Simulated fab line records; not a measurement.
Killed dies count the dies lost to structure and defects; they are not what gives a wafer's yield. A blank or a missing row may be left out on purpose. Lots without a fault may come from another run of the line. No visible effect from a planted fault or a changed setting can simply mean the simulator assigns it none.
Matching of chambers | flow n5-finfet | 4 sister chambers for N5_SDB_ETCH_18 on rie-diel-04
The step etches SOC in N2/H2, target depth 100 nm, overetch 20 nm, time 150 s. 8 wafers are shown with their chamber, then 7 later ones without.

## WAFERS WITH THEIR CHAMBER
wafer  | chamber | showerhead-plenum-p-Torr (Torr) | drypump-motor-current-A (A)
L076.1 | 0       | 2.71                            | 6.4
L076.2 | 3       | 2.54                            | 6.0
L089.2 | 1       | 2.41                            | 6.1
L093.1 | 0       | 2.69                            | 6.3
L093.2 | 1       | 2.41                            | 6.1
L093.3 | 3       | 2.52                            | 6.0
L093.4 | 2       | 2.48                            | 6.1
L093.5 | 2       | 2.48                            | 6.1

## WAFERS WHOSE CHAMBER IS MISSING
wafer  | showerhead-plenum-p-Torr (Torr) | drypump-motor-current-A (A)
L093.6 | 2.41                            | 6.1
L094.1 | 2.48                            | 6.2
L094.2 | 2.52                            | 6.0
L094.4 | 2.41                            | 6.1
L096.1 | 2.52                            | 6.0
L096.2 | 2.48                            | 6.1
L096.3 | 2.69                            | 6.4

## EACH ONE'S CHAMBER
wafer  | from the rows above | in truth
L093.6 | 1                   | 1
L094.1 | 2                   | 2
L094.2 | 3                   | 3
L094.4 | 1                   | 1
L096.1 | 3                   | 3
L096.2 | 2                   | 2
L096.3 | 0                   | 0
Correctly placed: 7 of 7. From these rows, 0 cannot be placed. 0 placed wrongly.
How it was worked out, from the rows above alone: a wafer's distance from a chamber is the root of the sum, over the readings, of the square of ((its reading less the chamber's mean) divided by the reading's scatter). If the next closest chamber is less than 2 further off than the closest, the wafer can't be placed; otherwise it belongs to the closest. Each chamber's mean is taken over the wafers shown for it. The scatter: the root of (the sum of the squares of (reading less its chamber's mean) over the shown wafers, divided by (wafers less chambers)).
